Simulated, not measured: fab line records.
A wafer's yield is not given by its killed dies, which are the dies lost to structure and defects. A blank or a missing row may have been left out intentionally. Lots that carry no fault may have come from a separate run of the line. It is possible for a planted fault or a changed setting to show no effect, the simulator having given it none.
Check for tools in common :: flow nand_harc :: 42 wafers sampled across 12 lots

## REASON FOR OPENING
Flagged at NHARC_P_M2_THK_MEAS_24: reading thk_nm, on 2 of 12 lots. Fault-free wafers read 144.2 nm, with a standard deviation of 1.4.
Rule: a lot is flagged when every wafer of it that has a number lies more than 4 standard deviations from that mean, or none has a number. As for the other lots, they are considered sound.

lot: L353
measured: day 6 10:08
on: film_metro-02
thk_nm (nm), wafer by wafer: 146.6 145.6 143.7
flag: 

lot: L355
measured: day 6 22:19
on: film_metro-02
thk_nm (nm), wafer by wafer: 143.3 142.4 144.3
flag: 

lot: L360
measured: day 7 23:42
on: film_metro-02
thk_nm (nm), wafer by wafer: 143.4 141.3 143.5
flag: 

lot: L362
measured: day 8 09:30
on: film_metro-01
thk_nm (nm), wafer by wafer: 407.1 399.1 400.9 404.7 397.3 403.4
flag: FLAGGED

lot: L361
measured: day 8 14:46
on: film_metro-01
thk_nm (nm), wafer by wafer: 398.1 399.8 398.6 396.7 398.7 400.3
flag: FLAGGED

lot: L368
measured: day 10 05:09
on: film_metro-02
thk_nm (nm), wafer by wafer: 145.5 142.1 146.0
flag: 

lot: L367
measured: day 10 05:34
on: film_metro-02
thk_nm (nm), wafer by wafer: 144.2 142.6 144.3
flag: 

lot: L372
measured: day 10 18:05
on: film_metro-02
thk_nm (nm), wafer by wafer: 146.2 146.3 144.9
flag: 

lot: L371
measured: day 10 18:32
on: film_metro-01
thk_nm (nm), wafer by wafer: 142.7 143.6 143.1
flag: 

lot: L373
measured: day 11 06:23
on: film_metro-01
thk_nm (nm), wafer by wafer: 143.6 145.2 142.5
flag: 

lot: L374
measured: day 11 11:38
on: film_metro-01
thk_nm (nm), wafer by wafer: 145.0 145.5 143.6
flag: 

lot: L376
measured: day 12 05:06
on: film_metro-01
thk_nm (nm), wafer by wafer: 144.4 141.8 145.5
flag: 
The numbers of the flagged lots are 400.4 nm on average: +256.2 nm against the usual, or +99 or more standard deviations.

## WHICH TOOL RAN EACH LOT
Before the reading, the record contains 3 process steps out of a 1159-step route. Each cell gives the tool, then ch followed by the chambers the sampled wafers passed through, then the start.
lot: L353
flag: 
NHARC_P_M2_DESCUM_14: rie_diel-07 ch 0,2,3, day 6 07:42
NHARC_P_M2_PVD_21: pvd_sputter-03, day 6 09:52 or earlier
NHARC_P_M2_CMP_23: cmp-01 ch 1,2,3, day 6 09:52

lot: L355
flag: 
NHARC_P_M2_DESCUM_14: rie_diel-07 ch 0,2,3, day 6 19:50
NHARC_P_M2_PVD_21: pvd_sputter-03, day 6 22:00 or earlier
NHARC_P_M2_CMP_23: cmp-04 ch 0,1, day 6 22:00

lot: L360
flag: 
NHARC_P_M2_DESCUM_14: rie_diel-11 ch 1,2,3, day 7 20:50
NHARC_P_M2_PVD_21: pvd_sputter-03, day 7 23:23 or earlier
NHARC_P_M2_CMP_23: cmp-04 ch 1,2,3, day 7 23:23

lot: L362
flag: FLAGGED
NHARC_P_M2_DESCUM_14: rie_diel-07 ch 0,1,2, day 8 07:04
NHARC_P_M2_PVD_21: pvd_sputter-03, day 8 09:13 or earlier
NHARC_P_M2_CMP_23: cmp-04 ch 1,2,3, day 8 09:13

lot: L361
flag: FLAGGED
NHARC_P_M2_DESCUM_14: rie_diel-07 ch 0,2, day 8 12:02
NHARC_P_M2_PVD_21: pvd_sputter-01, day 8 14:26 or earlier
NHARC_P_M2_CMP_23: cmp-04 ch 0,3, day 8 14:26

lot: L368
flag: 
NHARC_P_M2_DESCUM_14: rie_diel-07 ch 0,2, day 10 02:17
NHARC_P_M2_PVD_21: pvd_sputter-03, day 10 04:52 or earlier
NHARC_P_M2_CMP_23: cmp-04 ch 0,1, day 10 04:52

lot: L367
flag: 
NHARC_P_M2_DESCUM_14: rie_diel-11 ch 0,2,3, day 10 03:01
NHARC_P_M2_PVD_21: pvd_sputter-01, day 10 05:15 or earlier
NHARC_P_M2_CMP_23: cmp-02 ch 2,3, day 10 05:15

lot: L372
flag: 
NHARC_P_M2_DESCUM_14: rie_diel-01 ch 0,1,3, day 10 15:32
NHARC_P_M2_PVD_21: pvd_sputter-01, day 10 17:50 or earlier
NHARC_P_M2_CMP_23: cmp-04 ch 0,1,3, day 10 17:50

lot: L371
flag: 
NHARC_P_M2_DESCUM_14: rie_diel-01 ch 1,2,3, day 10 16:07
NHARC_P_M2_PVD_21: pvd_sputter-02, day 10 18:15 or earlier
NHARC_P_M2_CMP_23: cmp-02 ch 1,2,3, day 10 18:15

lot: L373
flag: 
NHARC_P_M2_DESCUM_14: rie_diel-11 ch 0,1, day 11 03:34
NHARC_P_M2_PVD_21: pvd_sputter-02, day 11 06:05 or earlier
NHARC_P_M2_CMP_23: cmp-01 ch 0,2, day 11 06:05

lot: L374
flag: 
NHARC_P_M2_DESCUM_14: rie_diel-07 ch 0,3, day 11 09:13
NHARC_P_M2_PVD_21: pvd_sputter-03, day 11 11:20 or earlier
NHARC_P_M2_CMP_23: cmp-01 ch 1,2, day 11 11:20

lot: L376
flag: 
NHARC_P_M2_DESCUM_14: rie_diel-07 ch 0,2,3, day 12 02:41
NHARC_P_M2_PVD_21: pvd_sputter-03, day 12 04:47 or earlier
NHARC_P_M2_CMP_23: cmp-04 ch 1,2, day 12 04:47
What these steps do:
- NHARC_P_M2_DESCUM_14: chemistry O2, time 3 s.
- NHARC_P_M2_PVD_21: deposits Cu, target thk 30 nm, time 20.49 s.
- NHARC_P_M2_CMP_23: polishes, t overpolish 20 s, target thk 144.3 nm.
- NHARC_P_M2_THK_MEAS_24: measures by xrf.

## FLAGGED AGAINST TOTAL, ONE TOOL AT A TIME (gauges that did the reading follow at the end)
step: NHARC_P_M2_DESCUM_14
tool: rie_diel-01
lots run: 2
flagged: 0
share of the flagged lots: none
sound lots run after its first flagged lot: -

step: NHARC_P_M2_DESCUM_14
tool: rie_diel-07
lots run: 7
flagged: 2
share of the flagged lots: all
sound lots run after its first flagged lot: 3 (L368,L374,L376)

step: NHARC_P_M2_DESCUM_14
tool: rie_diel-11
lots run: 3
flagged: 0
share of the flagged lots: none
sound lots run after its first flagged lot: -

step: NHARC_P_M2_PVD_21
tool: pvd_sputter-01
lots run: 3
flagged: 1
share of the flagged lots: some
sound lots run after its first flagged lot: 2 (L367,L372)

step: NHARC_P_M2_PVD_21
tool: pvd_sputter-02
lots run: 2
flagged: 0
share of the flagged lots: none
sound lots run after its first flagged lot: -

step: NHARC_P_M2_PVD_21
tool: pvd_sputter-03
lots run: 7
flagged: 1
share of the flagged lots: some
sound lots run after its first flagged lot: 3 (L368,L374,L376)

step: NHARC_P_M2_CMP_23
tool: cmp-01
lots run: 3
flagged: 0
share of the flagged lots: none
sound lots run after its first flagged lot: -

step: NHARC_P_M2_CMP_23
tool: cmp-02
lots run: 2
flagged: 0
share of the flagged lots: none
sound lots run after its first flagged lot: -

step: NHARC_P_M2_CMP_23
tool: cmp-04
lots run: 7
flagged: 2
share of the flagged lots: all
sound lots run after its first flagged lot: 3 (L368,L372,L376)

step: NHARC_P_M2_THK_MEAS_24
tool: film_metro-01
lots run: 6
flagged: 2
share of the flagged lots: all
sound lots run after its first flagged lot: 4 (L371,L373,L374,L376)

step: NHARC_P_M2_THK_MEAS_24
tool: film_metro-02
lots run: 6
flagged: 0
share of the flagged lots: none
sound lots run after its first flagged lot: -
Because NHARC_P_M2_PVD_21 lacks a start for some lots, the hours and order of its lots are taken from NHARC_P_M2_CMP_23.

## THE TABLE: WHAT IT ALLOWS
All flagged lots were run by 3 table rows, namely rie_diel-07 at NHARC_P_M2_DESCUM_14, cmp-04 at NHARC_P_M2_CMP_23, film_metro-01 at NHARC_P_M2_THK_MEAS_24.
- rie_diel-07 at NHARC_P_M2_DESCUM_14: 2 of its 7 lots flagged. After the first flagged lot (L368, L374, L376), sound lots still ran on it; a lasting fault on the whole tool would not permit that.
- cmp-04 at NHARC_P_M2_CMP_23: 2 of its 7 lots flagged. After the first flagged lot (L368, L372, L376), sound lots still ran on it; a lasting fault on the whole tool would not permit that. On the flagged lots its readings are blank where sound lots have values: edge_zone_pressure_frac, motor_current_A, time_to_endpoint_s.
- film_metro-01 at NHARC_P_M2_THK_MEAS_24: 2 of its 6 lots flagged. After the first flagged lot (L371, L373, L374, L376), sound lots still ran on it; a lasting fault on the whole tool would not permit that.
Not one row of the table ran every flagged lot while running no sound lot after the first.

## WHAT THE SIMULATOR HAD INSERTED
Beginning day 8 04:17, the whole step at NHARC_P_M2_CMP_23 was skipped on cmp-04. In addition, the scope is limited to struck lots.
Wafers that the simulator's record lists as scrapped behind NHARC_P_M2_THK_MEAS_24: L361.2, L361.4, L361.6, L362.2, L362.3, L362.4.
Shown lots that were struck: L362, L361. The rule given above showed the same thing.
